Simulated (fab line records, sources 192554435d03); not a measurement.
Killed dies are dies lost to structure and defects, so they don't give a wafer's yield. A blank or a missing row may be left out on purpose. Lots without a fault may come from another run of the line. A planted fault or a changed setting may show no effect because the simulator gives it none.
Split-lot experiment | flow n5_finfet | 7 lots, 21 wafers read, on a route of 1938 steps

THE SPLIT
At N5_BEOL_M9_DESCUM_16 (chemistry O2, time 7.9 s), the setting time_s was moved away from the recipe's 7.9 s on 10 of the 21 wafers read, by -13.1% to +19.7%. The other wafers ran this setting at the recipe's value.

The file shows no step between the split and the reading.

THE READING
CAR-ArF_of_BEOL_M9_COAT_05.thk_nm (the simulator's own value, which no gauge read), in nm, at N5_BEOL_M9_ETCH_61 (etches SiARC in CF4, target depth 39 nm, time 65 s). The file gives no usual value for it. The 11 wafers here that ran the recipe average 55.5 nm, standard deviation 0.25 nm.

wafer  | tool, chamber at the split | time_s as run, s | against the recipe | CAR-ArF_of_BEOL_M9_COAT_05.thk_nm, nm | against lot-mates on the recipe
L077.1 | rie_diel-01, 1,2           | 9.46             | +19.7%             | 54.6                                  | -0.8
L077.2 | rie_diel-01, 0             | 7.9              | recipe             | 55.4                                  | -
L077.3 | rie_diel-01, 1,2           | 9.46             | +19.7%             | 54.6                                  | -0.8
L081.1 | rie_diel-03, 2             | 6.867            | -13.1%             | 56.4                                  | +0.2
L081.4 | rie_diel-03, 0             | 7.9              | recipe             | 56.2                                  | -
L081.5 | rie_diel-03, 3             | 6.867            | -13.1%             | 56.8                                  | +0.6
L084.4 | rie_diel-03, 2             | 9.103            | +15.2%             | 54.2                                  | -1.1
L084.5 | rie_diel-03, 1,0           | 7.9              | recipe             | 55.4                                  | -
L084.6 | rie_diel-03, 1,0           | 7.9              | recipe             | 55.2                                  | -
L086.1 | rie_diel-05, 2,1,3         | 8.666            | +9.7%              | 55.4                                  | no lot-mate on the recipe
L086.3 | rie_diel-05, 2,1,3         | 8.666            | +9.7%              | 55.2                                  | no lot-mate on the recipe
L086.5 | rie_diel-05, 2,1,3         | 8.666            | +9.7%              | 55.2                                  | no lot-mate on the recipe
L088.4 | rie_diel-03, 1,0           | 7.9              | recipe             | 55.4                                  | -
L088.5 | rie_diel-03, 1,0           | 7.9              | recipe             | 55.4                                  | -
L088.6 | rie_diel-03, 3             | 8.549            | +8.2%              | 54.8                                  | -0.6
L091.1 | rie_diel-05, 2             | 7.9              | recipe             | 55.6                                  | -
L091.2 | rie_diel-05, 0,1           | 7.9              | recipe             | 55.4                                  | -
L091.5 | rie_diel-05, 0,1           | 7.9              | recipe             | 55.4                                  | -
L094.1 | rie_diel-05, 1,2           | 7.9              | recipe             | 55.4                                  | -
L094.3 | rie_diel-05, 1,2           | 7.9              | recipe             | 55.4                                  | -
L094.5 | rie_diel-05, 3             | 7.271            | -8.0%              | 55.8                                  | +0.4
Where a row lists several chambers, the file gives one row for several wafers and doesn't say which wafer went through which chamber.

THE FIT
A straight line over all 21 wafers: CAR-ArF_of_BEOL_M9_COAT_05.thk_nm changes by -0.0577 nm for each +1% of time_s; r = -0.87; the points scatter about the line by 0.29 nm.
The same after taking each lot's own level away (the mean of its wafers on the recipe; 18 wafers): -0.0442 nm for each +1%; r = -0.94; scatter 0.16 nm.
On that fit, the largest move of time_s shifts the reading by 0.87 nm.
The lots' own levels span 55.30 to 56.20 nm, that is 3.7 times the standard deviation above.
So the lot-to-lot level changes the slope: the two fits differ.
Check: with one of the wafers moved furthest among these (+19.7%) left out of the fit, the line predicts -0.966 nm for it against its lot-mates. It came out at -0.8 nm against them.

OTHER SPLITS ON THESE WAFERS
These wafers also went through other splits before the reading. Each is held against what the fit with the lots' levels taken away leaves over:
other split on the same wafers | wafers away from the commonest value | r with CAR-ArF_of_BEOL_M9_COAT_05.thk_nm (lot level and that fit taken away)
N5_BEOL_M8_EXPOSE_25 dose_mj   | 7                                    | +0.11
N5_BEOL_M8_DESCUM_33 time_s    | 7                                    | -0.19
N5_BEOL_M9_EXPOSE_08 dose_mj   | 6                                    | -0.07

THE WHOLE CHAIN: every reading that the file lists as answering this split, in the file's order
step                 | what it does                                       | reading                                                                            | change (the file's fit)                | r (the file's)
N5_BEOL_M9_DESCUM_16 | chemistry O2, time 7.9 s                           | CAR-ArF_of_BEOL_M9_COAT_05.thk_nm (the simulator's own value, which no gauge read) | -0.0523 nm for each +1% of the setting | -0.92
N5_BEOL_M9_ETCH_61   | etches SiARC in CF4, target depth 39 nm, time 65 s | CAR-ArF_of_BEOL_M9_COAT_05.thk_nm (the simulator's own value, which no gauge read) | -0.0497 nm for each +1% of the setting | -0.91

THE FILE'S OWN FIT
CAR-ArF_of_BEOL_M9_COAT_05.thk_nm changes by -0.0497 nm for each +1% of time_s, r = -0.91.
